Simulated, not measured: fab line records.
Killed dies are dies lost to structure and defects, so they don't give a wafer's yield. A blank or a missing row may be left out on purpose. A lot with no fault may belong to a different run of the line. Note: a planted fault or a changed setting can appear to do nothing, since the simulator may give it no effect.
fab line records	flow n5Finfet
[record] lots = 9	wafers = 22	lastDay = 17
route steps=1938 shown BEOL_M4@1039
lots that met no fault: from a run of the same line without faults
startH: hours from the record's first day to the start of the lot's first wafer shown	waitH: hours elapsed since this lot's preceding step	" identical to the entry in the row above	L1.1+2: a single row standing in for several wafers	- either no value or no given start	* or withheld: withheld	< > ~ a bound
route shown NAME@n: a module of which the file shows steps, and the number in the route of the first	usual: the fault-free wafers' mean and standard deviation	same: alike in all rows	chamber/n: place in a boat	sites: per-site readings	_std_site: their standard deviation	_edge_site: outer sites' mean less inner sites'	radiusMm: for every site, how far away it sits from the centre of the wafer	mask NAME#n: copy n	behind: the most recent tool/chamber to have shaped the wafer	hold: why the lot was held/for how many hours/how that ended	device: the n, p or np transistor that did not switch	end of line: the tests these same wafers got at the end of their route	step lacking rows: just its recipe	killed: not the wafer's yield, but the dies lost to structure and defects at the first sort	map: dies across one wafer; x = killed, . = not, _ = none there
set.NAME: the setting that was run; set.NAME@STEP: the one run at that earlier step	model.NAME: the simulator's own value behind a step, which no gauge read
the route's steps for a sample of lots (tables are steps, rows are wafers)
services: the hour from which a tool's chamber was out of use, counted from the record's first day as startH (under 0 if before that day), plus the number of hours and why
[[steps]]
[step N5_BEOL_M4_ETCH_63]
[recipe] chemistry = CF4	target = SiARC	targetDepthA = 156	maskMaterial = CAR-EUV	timeS = 26	ionEnergyEv = 80	pressureMtorr = 40	sourceW = 545	biasW = 36	Ar_flow_sccm = 100	cf4FlowSccm = 100	ends = cleared
[usual] drypumpMotorCurrentA = 5.3/0.5	etchRfOnTimeS = 26.3/0.71	oesProductAu = 0.67/0.087	rfVppV = 183.9/1.2	showerheadPlenumPTorr = 2.13/0.076	throttleValvePct = 15.55/0.3
lot.wafer	tool	chamber	startH	waitH	drypumpMotorCurrentA	etchRfOnTimeS	oesProductAu	rfHoursCounterH	rfVppV	showerheadPlenumPTorr	throttleValvePct
L502.1	rieDiel-04	3	171.14	0.0	4.8	26.9	0.60	197	185.2	2.23	15.97
L502.2	"	2	"	"	5.3	25.4	0.62	188	183.4	2.05	15.41
L502.6	"	0	"	"	5.5	26.2	0.59	-	184.8	2.11	16.09
L503.4	rieDiel-04	3	188.63	0.0	4.8	27.3	0.58	-	184.4	2.23	16.01
L503.5	"	1	"	"	5.3	26.8	0.79	-	186.3	2.26	15.21
L505.2	rieDiel-05	1	199.85	0.0	6.4	27.5	0.61	178	183.1	2.06	15.72
L505.4	"	2	"	"	5.2	25.6	0.71	73	184.2	2.17	15.23
L505.6	"	1	"	"	6.4	27.7	0.61	-	182.9	2.06	15.70
L509.1	rieDiel-04	1	215.46	0.0	5.3	26.8	0.76	18	185.6	2.25	15.23
L509.6	"	2	"	"	5.3	26.1	0.59	-	182.8	2.04	15.46
L508.2	rieDiel-04	1	217.22	0.0	5.3	26.9	0.75	19	186.9	2.25	15.23
L508.3	"	2	"	"	5.3	26.1	0.59	210	184.0	2.04	15.46
L508.6	"	0	"	"	5.5	25.7	0.84	-	183.6	2.11	15.61
L511.1	rieDiel-01	2	233.46	0.0	6.3	26.3	0.82	3	182.1	2.09	15.29
L511.4	"	3	"	"	4.9	25.3	0.81	9	182.9	2.09	15.08
L511.6	"	2	"	"	6.3	26.5	0.81	-	184.3	2.09	15.30
L516.3	rieDiel-04	0	273.12	0.0	5.5	25.4	0.81	22	183.0	2.11	15.64
L516.5	"	1	"	"	5.3	26.6	0.74	-	186.3	2.25	15.26
L519.4	rieDiel-04	1	285.64	0.0	5.3	26.4	0.73	40	185.3	2.25	15.28
L519.5	"	2	"	"	5.3	25.8	0.59	-	182.4	2.03	15.50
L520.3	rieDiel-04	1	288.91	0.0	5.3	26.7	0.73	42	184.6	2.25	15.27
L520.5	"	2	"	"	5.3	26.0	0.58	-	183.1	2.03	15.51
[step N5_BEOL_M4_STRIP_19]
[recipe] chemistry = O2	powerW = 400	tempC = 40	pressureMtorr = 30	rfFrequencyHz = 6e+07	biasPowerW = 0	overashFraction = 0.2	o2FlowSccm = 225
[usual] drypumpMotorCurrentA = 5.2/0.48	oesProductAu = 0.79/0.11	rfVppV = 3.6/0.54	showerheadPlenumPTorr = 2.08/0.069	throttleValvePct = 16.64/0.22
lot.wafer	tool	chamber	startH	waitH	drypumpMotorCurrentA	oesProductAu	rfHoursCounterH	rfVppV	showerheadPlenumPTorr	throttleValvePct
L502.1	rieDiel-04	3	171.46	0.1	4.9	0.70	197	4.4	2.15	16.86
L502.2	"	2	"	"	5.3	0.71	188	3.8	2.03	16.66
L502.6	"	2	"	"	5.3	0.72	-	2.7	2.03	16.65
L503.4	rieDiel-01	3	188.93	0.1	4.9	0.67	247	4.6	2.08	16.68
L503.5	"	0	"	"	4.9	0.92	-	4.7	2.05	16.44
L505.2	rieDiel-01	2	200.18	0.1	6.3	0.69	249	3.7	2.04	16.79
L505.4	"	1	"	"	4.7	0.72	-	3.6	2.16	16.79
L505.6	"	2	"	"	6.3	0.68	-	3.4	2.04	16.79
L509.1	rieDiel-04	0	215.78	0.1	5.5	0.97	5	3.5	2.03	16.51
L509.6	"	2	"	"	5.3	0.71	-	3.3	2.03	16.70
L508.2	rieDiel-04	2	217.61	0.2	5.3	0.70	210	3.4	2.03	16.69
L508.3	"	0	"	"	5.4	0.96	6	3.4	2.03	16.51
L508.6	"	0	"	"	5.4	0.96	-	3.7	2.03	16.49
L511.1	rieDiel-04	3	233.78	0.1	4.9	0.67	225	3.1	2.14	16.92
L511.4	"	0	"	"	5.5	0.95	10	4.2	2.03	16.53
L511.6	"	3	"	"	4.9	0.67	-	3.4	2.14	16.91
L516.3	rieDiel-04	2	273.43	0.1	5.3	0.68	230	3.5	2.02	16.72
L516.5	"	3	"	"	4.9	0.67	-	3.3	2.14	16.93
L519.4	rieDiel-01	3	286.01	0.1	4.9	0.92	28	3.1	2.07	16.33
L519.5	"	3	"	"	4.8	0.92	-	3.3	2.07	16.33
L520.3	rieDiel-04	3	289.22	0.1	4.9	0.67	245	3.8	2.13	16.95
L520.5	"	1	"	"	5.3	0.88	-	3.3	2.24	16.50
[step N5_BEOL_M4_ETCH_69]
[recipe] chemistry = CF4	target = SiARC	targetDepthA = 156	maskMaterial = CAR-EUV	timeS = 26	ionEnergyEv = 80	pressureMtorr = 40	sourceW = 545	biasW = 36	Ar_flow_sccm = 100	cf4FlowSccm = 100	ends = cleared
[usual] drypumpMotorCurrentA = 5.3/0.57	etchRfOnTimeS = 26.4/0.71	oesProductAu = 0.67/0.089	rfVppV = 183.9/1.1	showerheadPlenumPTorr = 2.12/0.065	throttleValvePct = 15.55/0.28
lot.wafer	tool	chamber	startH	waitH	drypumpMotorCurrentA	etchRfOnTimeS	oesProductAu	rfHoursCounterH	rfVppV	showerheadPlenumPTorr	throttleValvePct
L502.1	rieDiel-01	3	172.02	0.0	4.8	26.9	0.56	242	184.7	2.10	15.50
L502.2	"	2	"	"	6.3	27.3	0.56	239	183.6	2.09	15.76
L502.6	"	0	"	"	4.9	26.6	0.80	-	183.7	2.12	15.46
L503.4	rieDiel-01	1	189.61	0.0	4.7	26.1	0.62	200	186.4	2.21	15.75
L503.5	"	2	"	"	6.3	27.6	0.56	-	184.4	2.09	15.76
L505.2	rieDiel-01	1	200.75	0.0	4.7	25.7	0.63	205	183.6	2.21	15.76
L505.4	"	2	"	"	6.3	27.2	0.56	-	183.8	2.09	15.79
L505.6	"	1	"	"	4.7	25.6	0.62	-	183.7	2.21	15.75
L509.1	rieDiel-04	1	216.47	0.0	5.3	26.2	0.77	18	186.0	2.25	15.22
L509.6	"	2	"	"	5.3	25.9	0.59	-	183.8	2.04	15.45
L508.2	rieDiel-04	1	218.19	0.0	5.4	26.5	0.77	19	185.1	2.25	15.25
L508.3	"	2	"	"	5.3	25.6	0.60	211	182.0	2.04	15.45
L508.6	"	0	"	"	5.5	25.8	0.82	-	182.2	2.11	15.62
L511.1	rieDiel-01	0	234.65	0.0	4.9	26.7	0.75	34	183.7	2.11	15.51
L511.4	"	2	"	"	6.3	26.7	0.80	3	185.2	2.09	15.29
L511.6	"	2	"	"	6.3	26.9	0.80	-	182.0	2.09	15.29
L516.3	rieDiel-01	2	274.12	0.0	6.3	27.4	0.75	16	183.2	2.08	15.30
L516.5	"	2	"	"	6.3	16.6	1.03	-	184.2	2.08	15.32
L519.4	rieDiel-01	1	286.59	0.0	4.7	16.1	0.81	239	184.6	2.19	15.83
L519.5	"	0	"	"	4.9	16.1	0.99	-	184.5	2.11	15.56
L520.3	rieDiel-01	0	290.98	0.0	4.9	26.4	0.73	53	183.1	2.11	15.54
L520.5	"	0	"	"	4.9	16.2	0.98	-	184.0	2.11	15.56
[step N5_BEOL_M4_ETCH_41]
[recipe] chemistry = CH3F/O2	target = SiCN	targetDepthA = 299	taperDeg = 2	timeS = 52.5	ionEnergyEv = 120	maskMaterial = TiN	pressureMtorr = 30	sourceW = 395	biasW = 75	Ar_flow_sccm = 150	CH3F_flow_sccm = 30	O2_flow_sccm = 20
[usual] drypumpMotorCurrentA = 5.3/0.56	oesProductAu = 0.80/0.11	rfVppV = 297.2/1.5	showerheadPlenumPTorr = 1.98/0.066	throttleValvePct = 16.21/0.27
lot.wafer	tool	chamber	startH	waitH	drypumpMotorCurrentA	oesProductAu	rfHoursCounterH	rfVppV	showerheadPlenumPTorr	throttleValvePct
L502.1	rieDiel-01	3	-	-	4.9	0.67	243	297.1	1.95	16.14
L502.2	"	2	"	"	6.3	0.67	239	298.4	1.96	16.50
L502.6	"	3	"	"	4.8	0.67	-	296.2	1.95	16.17
L503.4	rieDiel-05	0	-	-	5.9	0.94	15	296.8	1.95	15.83
L503.5	"	1	"	"	6.4	0.75	-	296.3	1.92	16.41
L505.2	rieDiel-04	3	-	-	4.8	0.69	213	297.0	2.08	16.71
L505.4	"	3	"	"	4.8	0.68	-	297.7	2.08	16.72
L505.6	"	1	"	"	5.4	0.92	-	300.6	2.11	15.92
L509.1	rieDiel-01	1	-	-	4.7	0.71	215	299.3	2.06	16.47
L509.6	"	1	"	"	4.7	0.71	-	299.3	2.06	16.48
L508.2	rieDiel-05	3	-	-	4.9	0.73	202	295.9	1.91	16.50
L508.3	"	0	"	"	6.0	0.89	25	297.1	1.95	15.83
L508.6	"	3	"	"	4.9	0.73	-	295.6	1.91	16.50
L511.1	rieDiel-01	1	-	-	4.7	0.71	222	296.8	2.06	16.51
L511.4	"	2	"	"	6.3	0.94	4	294.8	1.95	16.05
L511.6	"	3	"	"	4.9	0.93	-	296.3	1.94	15.76
L516.3	rieDiel-04	2	-	-	5.3	0.69	231	294.3	1.89	16.15
L516.5	"	3	"	"	4.9	0.68	-	296.5	2.07	16.78
L519.4	rieDiel-01	3	-	-	4.9	0.90	33	295.8	1.93	15.80
L519.5	"	1	"	"	4.7	0.69	-	300.8	2.05	16.56
L520.3	rieDiel-04	3	-	-	4.8	0.66	250	298.9	2.06	16.77
L520.5	"	1	"	"	5.4	0.86	-	299.7	2.10	15.98
[step N5_BEOL_M4_RC_MEAS_101]
[usual] DIBL_N = 36.8/2.2	DIBL_P = 37.1/2.8	IOFF_N = 0.17/0.04	IOFF_P = 0.22/0.049	ION_N = 672/16	ION_P = 460/9.2	SS_N = 71.6/0.69	SS_P = 73.5/0.78	VT_N = 249/3.6	VT_P = -250/3.9
lot.wafer	tool	chamber	startH	waitH	DIBL_N[mV/V]	DIBL_P[mV/V]	IOFF_N[nA/um]	IOFF_P[nA/um]	ION_N[uA/um]	ION_P[uA/um]	SS_N[mV/dec]	SS_P[mV/dec]	VT_N[mV]	VT_P[mV]
L502.1	prober-01	0	179.49	0.0	38.7	39.2	0.19	0.25	684	468	71.9	74.3	246	-246
L502.2	"	0	"	"	37.9	38.7	0.18	0.24	680	468	72.0	73.4	245	-248
L502.6	"	0	"	"	39.3	41.2	0.21	0.31	684	468	72.5	74.8	245	-247
L503.4	prober-02	0	197.07	0.5	36.1	34.9	0.16	0.19	670	455	70.3	73.5	245	-252
L503.5	"	0	"	"	37.4	35.9	0.16	0.20	672	454	71.9	73.1	251	-250
L505.2	prober-02	0	207.81	0.2	39.7	40.3	0.22	0.27	696	471	72.1	74.9	244	-250
L505.4	"	0	"	"	41.1	40.2	0.22	0.25	664	456	71.5	73.9	246	-250
L505.6	"	0	"	"	41.0	41.1	0.23	0.27	691	469	72.2	74.3	244	-247
L509.1	prober-01	0	226.17	0.0	32.9	31.9	0.10	0.13	647	440	70.6	71.9	260	-257
L509.6	"	0	"	"	37.9	39.1	0.19	0.24	674	455	71.9	74.7	247	-251
L508.2	prober-01	0	229.92	0.2	36.7	36.7	0.16	0.19	673	456	71.1	73.2	248	-253
L508.3	"	0	"	"	37.1	37.2	0.16	0.21	669	458	71.2	73.7	249	-250
L508.6	"	0	"	"	39.9	41.2	0.23	0.28	689	467	72.2	74.4	243	-248
L511.1	prober-02	0	242.97	0.0	33.8	33.3	0.12	0.21	645	455	70.3	72.8	253	-248
L511.4	"	0	"	"	36.5	36.7	0.15	0.27	659	468	71.6	73.7	252	-247
L511.6	"	0	"	"	32.0	31.2	0.10	0.18	656	461	70.1	72.2	255	-248
L516.3	prober-02	0	280.33	0.3	36.2	35.2	0.15	0.20	652	452	71.9	73.1	252	-254
L516.5	"	0	"	"	34.6	33.4	0.14	0.17	659	455	71.2	73.2	250	-253
L520.3	prober-02	0	303.15	0.3	34.2	34.1	0.13	0.16	643	441	72.1	72.9	254	-256
L520.5	"	0	"	"	34.4	35.3	0.13	0.18	671	459	71.4	73.7	253	-255
L519.4	prober-01	0	303.16	0.5	33.7	34.7	0.13	0.18	679	462	70.8	72.1	250	-251
L519.5	"	0	"	"	32.7	33.9	0.11	0.17	653	455	70.9	72.8	253	-253
[[services]]
tool	chamber	startH	hours	kind
rieDiel-04	1	152.74	6.5	repair
rieDiel-04	1	165.36	-	clean
rieDiel-04	1	165.36	-	consumableReplace:focusRing
rieDiel-04	1	165.36	-	consumableReplace:showerhead
rieDiel-04	1	165.36	12.3	scheduledDown
rieDiel-04	1	165.36	12.3	ventCycle
rieDiel-04	0	177.71	-	clean
rieDiel-04	0	177.71	-	consumableReplace:focusRing
rieDiel-04	0	177.71	25.2	scheduledDown
rieDiel-04	0	177.71	25.2	ventCycle
rieDiel-01	3	197.18	-	clean
rieDiel-01	3	197.18	-	consumableReplace:focusRing
rieDiel-01	3	197.18	15.6	scheduledDown
rieDiel-01	3	197.18	15.6	ventCycle
rieDiel-01	2	212.78	-	clean
rieDiel-01	2	212.78	-	consumableReplace:focusRing
rieDiel-01	2	212.78	15.4	scheduledDown
rieDiel-01	2	212.78	15.4	ventCycle
rieDiel-04	-	235.24	2.8	pm
rieDiel-04	-	240.99	2.6	repair
rieDiel-05	1	254.24	8.0	repair
rieDiel-01	0	269.87	1.4	repair
rieDiel-05	-	282.41	10.9	repair
[[key]]
[firstSign] step = N5_BEOL_M4_ETCH_69	reading = etchRfOnTimeS	direction = down	sigmas = 14	usual = *	struck = *
[effect] step = N5_BEOL_M4_ETCH_69	reading = oesProductAu	direction = up	sigmas = 3.1	usual = 0.67	struck = 0.95
metAt N5_BEOL_M4_ETCH_69
struckLots L516,L519,L520
struckWafers L516.5,L519.4,L519.5,L520.5
[baselineLoss] step = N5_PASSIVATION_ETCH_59	wafers = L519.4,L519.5
notActingAt N5_BEOL_M4_ETCH_63,N5_BEOL_M4_STRIP_19,N5_BEOL_M4_ETCH_41
onsetBetween 234.65 274.12
[fault] kind = processParameterDrift	tool = rieDiel-01	chamber = -	onsetH = 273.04	steps = N5_BEOL_M4_ETCH_69	channel = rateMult	offset = 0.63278	shape = step	endH = 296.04	scope = struckWafersOnly
// baselineLoss: these wafers lose ten dies or more at that step, a loss of the line's own and not of a fault; the sort's usual values leave them out
